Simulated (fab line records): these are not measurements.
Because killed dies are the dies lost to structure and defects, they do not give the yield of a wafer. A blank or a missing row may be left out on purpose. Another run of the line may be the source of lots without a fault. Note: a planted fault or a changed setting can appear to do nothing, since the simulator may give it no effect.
Matching of chambers	flow n5-finfet	N5_FIN_SAQP_ETCH_64 on rie-si-05: 4 sister chambers
The step etches SiO2 in CF4, target depth 1.5 nm. 8 wafers are shown with their chamber, then 11 later ones without.

## WAFERS, EACH WITH ITS CHAMBER
wafer	chamber	throttle-valve-pct (%)	oes-product-au (a.u.)
L082.2	1	21.78	1.068
L082.4	0	21.64	1.017
L083.2	2	22.01	1.001
L083.5	0	21.66	1.014
L085.3	3	21.70	1.031
L085.5	2	22.03	0.979
L085.6	1	21.78	1.070
L087.2	3	21.70	1.034

## WAFERS WHOSE CHAMBER IS MISSING
wafer	throttle-valve-pct (%)	oes-product-au (a.u.)
L087.4	22.02	0.990
L087.6	21.77	1.054
L090.1	22.02	0.997
L090.5	21.79	1.064
L090.6	22.03	1.002
L095.1	21.77	1.064
L095.5	22.03	0.982
L095.6	21.78	1.066
L096.1	21.78	1.066
L096.2	21.67	1.021
L096.3	22.01	0.988

## WHICH CHAMBER EACH WENT THROUGH
wafer	from the rows above	in truth
L087.4	2	2
L087.6	1	1
L090.1	2	2
L090.5	1	1
L090.6	2	2
L095.1	1	1
L095.5	2	2
L095.6	1	1
L096.1	1	1
L096.2	can't be placed: 0 or 3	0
L096.3	2	2
Correct placement for 10 of the 11. These rows do not allow placing 1 (true chamber among the candidates in 1). 0 placed wrongly.
How it was worked out, from the rows above alone: a wafer's distance from a chamber is the root of the sum, over the readings, of the square of ((its reading less the chamber's mean) divided by the reading's scatter). The wafer belongs to the nearest chamber; if the next one is less than 2 further off, it can't be placed. For every chamber, the mean is computed from those of its wafers that are shown. The scatter: take each reading less its chamber's mean, square it, sum over the shown wafers, divide by the number of wafers less the number of chambers, and take the root.
